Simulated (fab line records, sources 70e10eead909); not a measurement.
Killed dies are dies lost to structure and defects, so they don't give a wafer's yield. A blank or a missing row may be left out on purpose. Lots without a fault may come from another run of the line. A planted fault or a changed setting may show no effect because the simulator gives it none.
Which tool did it? | flow nand_harc | 13 lots, 37 wafers sampled, at 5 steps of a route of 1302

WHAT THE GAUGES READ, wafer by wafer
NHARC_A_M0_INSPECT_11. Usual: raw_defect_count 83, standard deviation 36.
lot  | measured     | on                | raw_defect_count | flag
L385 | day 23 01:13 | defect_inspect-02 | 72 76 75         |
L384 | day 23 04:19 | defect_inspect-01 | 92 91 107        |
L386 | day 24 12:16 | defect_inspect-02 | 76 74 72         |
L389 | day 25 09:47 | defect_inspect-01 | 76 66 62         |
L391 | day 26 16:08 | defect_inspect-02 | 74               |
L394 | day 27 05:25 | defect_inspect-02 | 150 126 132      |
L401 | day 30 02:40 | defect_inspect-01 | 77 87 92         |
L399 | day 30 07:10 | defect_inspect-02 | 64 59 62         |
L402 | day 30 17:04 | defect_inspect-01 | 79 77 80         |
L406 | day 31 20:20 | defect_inspect-02 | 85 80 90         |
L403 | day 32 00:56 | defect_inspect-01 | 15 21 30         |
L404 | day 32 01:50 | defect_inspect-02 | 135 131 134      |
L405 | day 32 07:34 | defect_inspect-01 | 75 82 68         |

NHARC_END_SORT_01. Usual: defect_limited_yield 91.5 %, standard deviation 2.7; killed_at_array 52, standard deviation 19; killed_at_other 0.9, standard deviation 1.3; killed_at_periphery 4, standard deviation 3.1; killed_dies 57, standard deviation 18; killed_open 3.2, standard deviation 1.7; killed_short 2.3, standard deviation 1.4; sort_bin_2_pct 2.9 %, standard deviation 1.2; sort_bin_3_pct 0.6 %, standard deviation 0.42; sort_bin_4_pct 4.9 %, standard deviation 1.5; sort_n_pass 620, standard deviation 18; sort_rim_yield_pct 93 %, standard deviation 4.3; sort_yield_pct 91.5 %, standard deviation 2.7.
lot  | measured     | on        | defect_limited_yield (%) | killed_at_array | killed_at_other | killed_at_periphery | killed_dies | killed_open | killed_short | sort_bin_2_pct (%) | sort_bin_3_pct (%) | sort_bin_4_pct (%) | sort_n_pass | sort_rim_yield_pct (%) | sort_yield_pct (%) | flag
L389 | day 27 02:41 | prober-01 | 91.6 92.9 92.0           | 54 45 52        | 2 1 0           | 1 2 2               | 57 48 54    | 5 3 4       | 3 3 3        | 3.0 2.5 2.1        | 1.2 0.4 1.0        | 4.3 4.1 4.9        | 620 629 623 | 99 100 94              | 91.6 92.9 92.0     |
L404 | day 33 16:25 | prober-01 | 89.1 90.8 91.0           | 73 59 58        | 0 1 0           | 1 2 3               | 74 62 61    | 3 4 4       | 3 1 1        | 3.4 3.0 3.7        | 1.2 1.3 0.4        | 6.4 4.9 4.9        | 603 615 616 | 90 90 86               | 89.1 90.8 91.0     |

WHICH TOOL RAN EACH LOT (tool, then ch and the chambers of the sampled wafers, then the start)
lot  | NHARC_A_BLC_CVD_24                       | NHARC_A_M0_PEB_07                 | NHARC_A_M0_PRE_CLEAN_29
L385 | cvd_w-01 ch 0,1, day 23 01:00 or earlier | litho_track-04 ch 0, day 23 01:00 | pvd_sputter-01, no start
L384 | cvd_w-02 ch 0,1, day 23 04:07 or earlier | litho_track-04 ch 0, day 23 04:07 | pvd_sputter-02, no start
L386 | cvd_w-01 ch 1, day 24 12:04 or earlier   | litho_track-01 ch 0, day 24 12:04 | pvd_sputter-03, no start
L389 | cvd_w-02 ch 0,1, day 25 09:34 or earlier | litho_track-06 ch 0, day 25 09:34 | pvd_sputter-03, day 27 02:41 or earlier
L391 | cvd_w-02 ch 0, day 26 15:55 or earlier   | litho_track-04 ch 0, day 26 15:55 | pvd_sputter-03, no start
L394 | cvd_w-01 ch 0,1, day 27 05:13 or earlier | litho_track-04 ch 0, day 27 05:13 | pvd_sputter-02, no start
L401 | cvd_w-01 ch 0,1, day 30 02:27 or earlier | litho_track-06 ch 0, day 30 02:27 | pvd_sputter-02, no start
L399 | cvd_w-01 ch 0,1, day 30 06:57 or earlier | litho_track-06 ch 0, day 30 06:57 | pvd_sputter-01, no start
L402 | cvd_w-01 ch 0,1, day 30 16:51 or earlier | litho_track-04 ch 0, day 30 16:51 | pvd_sputter-01, no start
L406 | cvd_w-02 ch 0,1, day 31 20:08 or earlier | litho_track-04 ch 0, day 31 20:08 | pvd_sputter-01, no start
L403 | cvd_w-01 ch 0,1, day 32 00:44 or earlier | litho_track-04 ch 0, day 32 00:44 | pvd_sputter-02, no start
L404 | cvd_w-02 ch 0,1, day 32 01:38 or earlier | litho_track-04 ch 0, day 32 01:38 | pvd_sputter-03, day 33 16:25 or earlier
L405 | cvd_w-01 ch 0,1, day 32 07:22 or earlier | litho_track-06 ch 0, day 32 07:22 | pvd_sputter-03, no start
- NHARC_A_BLC_CVD_24: deposits W, target thk 150 nm, time 434 s.
- NHARC_A_M0_PEB_07: peb time 65 s.
- NHARC_A_M0_PRE_CLEAN_29: time 30 s.

WHAT THE TOOLS THEMSELVES READ (means of the sampled wafers that have a number; where no wafer has one, the mark that the record gives instead)
NHARC_A_BLC_CVD_24. Usual: heater_power_outer_w 256 W, standard deviation 11; heater_power_w 467 W, standard deviation 28; throttle_valve_pct 7.8 %, standard deviation 0.31.
lot  | tool     | heater_power_outer_w (W) | heater_power_w (W) | throttle_valve_pct (%) | flag
L385 | cvd_w-01 | 255                      | 479                | 7.4                    |
L384 | cvd_w-02 | 270                      | 473                | 8.0                    |
L386 | cvd_w-01 | 245                      | 487                | 7.4                    |
L389 | cvd_w-02 | 268                      | 469                | 7.8                    |
L391 | cvd_w-02 | 273                      | 494                | 7.8                    |
L394 | cvd_w-01 | 248                      | 478                | 7.6                    |
L401 | cvd_w-01 | 249                      | 457                | 7.9                    |
L399 | cvd_w-01 | 248                      | 477                | 7.7                    |
L402 | cvd_w-01 | 249                      | 480                | 7.8                    |
L406 | cvd_w-02 | 264                      | 459                | 8.0                    |
L403 | cvd_w-01 | 262                      | 453                | 7.8                    |
L404 | cvd_w-02 | 262                      | 439                | 8.1                    |
L405 | cvd_w-01 | 258                      | 460                | 7.8                    |

NHARC_A_M0_PEB_07. Usual: exhaust_pa 45.3 Pa, standard deviation 0.87; heater_power_total_W 156.7 W, standard deviation 0.42; plate_temp_C 99.97 C, standard deviation 0.13.
lot  | tool           | exhaust_pa (Pa) | heater_power_total_W (W) | plate_temp_C (C) | flag
L385 | litho_track-04 | 44.1            | 156.4                    | 99.89            |
L384 | litho_track-04 | 46.3            | 156.6                    | 100.08           |
L386 | litho_track-01 | 45.7            | 156.6                    | 99.92            |
L389 | litho_track-06 | 45.8            | 156.8                    | 99.77            |
L391 | litho_track-04 | 45.7            | 155.9                    | 99.46            | OFF
L394 | litho_track-04 | 45.2            | 155.5                    | 99.36            | OFF
L401 | litho_track-06 | 46.3            | 157.1                    | 99.81            |
L399 | litho_track-06 | 46.4            | 156.8                    | 100.01           |
L402 | litho_track-04 | 46.4            | 157.1                    | 99.86            |
L406 | litho_track-04 | 44.9            | 156.4                    | 100.05           |
L403 | litho_track-04 | 45.1            | 156.6                    | 100.01           |
L404 | litho_track-04 | 45.1            | 156.9                    | 99.86            |
L405 | litho_track-06 | 45.1            | 156.7                    | 100.01           |

NHARC_A_M0_PRE_CLEAN_29. Usual: heater_power_w 400 W, standard deviation 41.
lot  | tool           | heater_power_w (W) | flag
L385 | pvd_sputter-01 | 383                |
L384 | pvd_sputter-02 | 428                |
L386 | pvd_sputter-03 | 396                |
L389 | pvd_sputter-03 | 392                |
L391 | pvd_sputter-03 | 489                |
L394 | pvd_sputter-02 | 393                |
L401 | pvd_sputter-02 | 433                |
L399 | pvd_sputter-01 | 393                |
L402 | pvd_sputter-01 | 397                |
L406 | pvd_sputter-01 | 386                |
L403 | pvd_sputter-02 | 424                |
L404 | pvd_sputter-03 | 388                |
L405 | pvd_sputter-03 | 372                |

THE ANSWER, worked out from the rows above alone
Rule: a lot is off if the mean of its wafers that have a number lies more than 3 standard deviations from the usual mean. A lot without any number at a reading at which 4 lots or more have one is off too. The other lots that the step has rows for count as sound. The gauges are gone through in route order, then the tools' own readings, and for those a lot's mean is taken as printed above. The first step at which some lot is off is used, and at that step the reading that is off furthest; a lot without a number counts as furthest.
Off: L391, L394, at NHARC_A_M0_PEB_07 (plate_temp_C).
A tool fits if, at that step or a process step before it, it ran every lot that is off, and no sound lot after the first of them. NHARC_A_BLC_CVD_24 gives no start for some lots, so the hours and the order of its lots are those of NHARC_A_M0_PEB_07. None of those tried fits.

WHAT THE SIMULATOR HAD PUT IN
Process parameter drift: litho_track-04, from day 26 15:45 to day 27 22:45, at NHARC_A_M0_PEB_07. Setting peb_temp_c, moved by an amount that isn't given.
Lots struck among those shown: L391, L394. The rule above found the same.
